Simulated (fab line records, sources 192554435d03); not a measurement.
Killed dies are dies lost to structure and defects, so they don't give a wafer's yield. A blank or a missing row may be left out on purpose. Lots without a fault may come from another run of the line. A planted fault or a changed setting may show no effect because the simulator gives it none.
Chamber matching | flow n5_finfet | N5_FIN_CUT_STRIP_24 on rie_diel-04: 4 sister chambers
The step strips in CF4. 18 wafers are shown with their chamber, then 9 later ones without.

WAFERS WITH THEIR CHAMBER
wafer  | chamber | drypump_motor_current_A (A) | showerhead_plenum_p_Torr (Torr) | oes_product_au (a.u.)
L074.1 | 2       | 5.7                         | 1.85                            | 0.68
L074.4 | 0       | 5.7                         | 1.86                            | 0.69
L074.5 | 3       | 6.7                         | 1.72                            | 0.75
L078.1 | 3       | 6.6                         | 1.72                            | 0.75
L078.4 | 2       | 5.7                         | 1.85                            | 0.68
L078.6 | 3       | 6.6                         | 1.72                            | 0.75
L080.3 | 0       | 5.7                         | 1.86                            | 0.69
L080.4 | 2       | 5.7                         | 1.85                            | 0.68
L080.5 | 2       | 5.7                         | 1.85                            | 0.68
L081.2 | 3       | 6.6                         | 1.72                            | 0.75
L081.3 | 2       | 5.7                         | 1.85                            | 0.68
L081.5 | 3       | 6.6                         | 1.72                            | 0.74
L082.3 | 2       | 5.7                         | 1.85                            | 0.68
L082.4 | 1       | 6.5                         | 1.81                            | 0.81
L082.5 | 2       | 5.7                         | 1.84                            | 0.67
L091.2 | 0       | 5.7                         | 1.85                            | 0.68
L091.3 | 3       | 6.7                         | 1.71                            | 0.74
L091.6 | 0       | 5.7                         | 1.85                            | 0.68

SIGNATURES (means of the wafers above)
reading                  | chamber 0 | chamber 1 | chamber 2 | chamber 3 | scatter within a chamber
drypump_motor_current_A  | 5.700     | 6.500     | 5.700     | 6.633     | 0.0309
showerhead_plenum_p_Torr | 1.8550    | 1.8100    | 1.8486    | 1.7183    | 0.00438
oes_product_au           | 0.6850    | 0.8100    | 0.6786    | 0.7467    | 0.00477
Rule: a wafer's distance from a chamber is the root of the sum, over the readings, of the square of ((its reading less the chamber's mean) divided by the reading's scatter). The wafer belongs to the nearest chamber; if the next one is less than 2 further off, it can't be placed. The scatter: the root of (the sum of the squares of (reading less its chamber's mean) over the shown wafers, divided by (wafers less chambers)).

WAFERS WITHOUT THEIR CHAMBER
wafer  | drypump_motor_current_A (A) | showerhead_plenum_p_Torr (Torr) | oes_product_au (a.u.)
L093.3 | 5.7                         | 1.85                            | 0.67
L093.4 | 5.7                         | 1.84                            | 0.91
L093.6 | 5.7                         | 1.85                            | 0.67
L094.1 | 6.6                         | 1.71                            | 0.73
L094.5 | 6.5                         | 1.80                            | 0.80
L094.6 | 5.7                         | 1.84                            | 0.90
L097.3 | 5.7                         | 1.85                            | 0.67
L097.5 | 5.7                         | 1.85                            | 0.67
L097.6 | 6.6                         | 1.71                            | 0.72

WHICH CHAMBER EACH WENT THROUGH
wafer  | from the rows above     | in truth
L093.3 | can't be placed: 2 or 0 | 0
L093.4 | 1                       | 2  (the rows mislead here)
L093.6 | can't be placed: 2 or 0 | 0
L094.1 | 3                       | 3
L094.5 | 1                       | 1
L094.6 | 1                       | 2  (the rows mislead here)
L097.3 | can't be placed: 2 or 0 | 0
L097.5 | can't be placed: 2 or 0 | 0
L097.6 | 3                       | 3
Placed correctly: 3 of 9. Can't be placed from these rows: 4 (the true chamber is among the candidates in 4). Placed wrongly: 2.
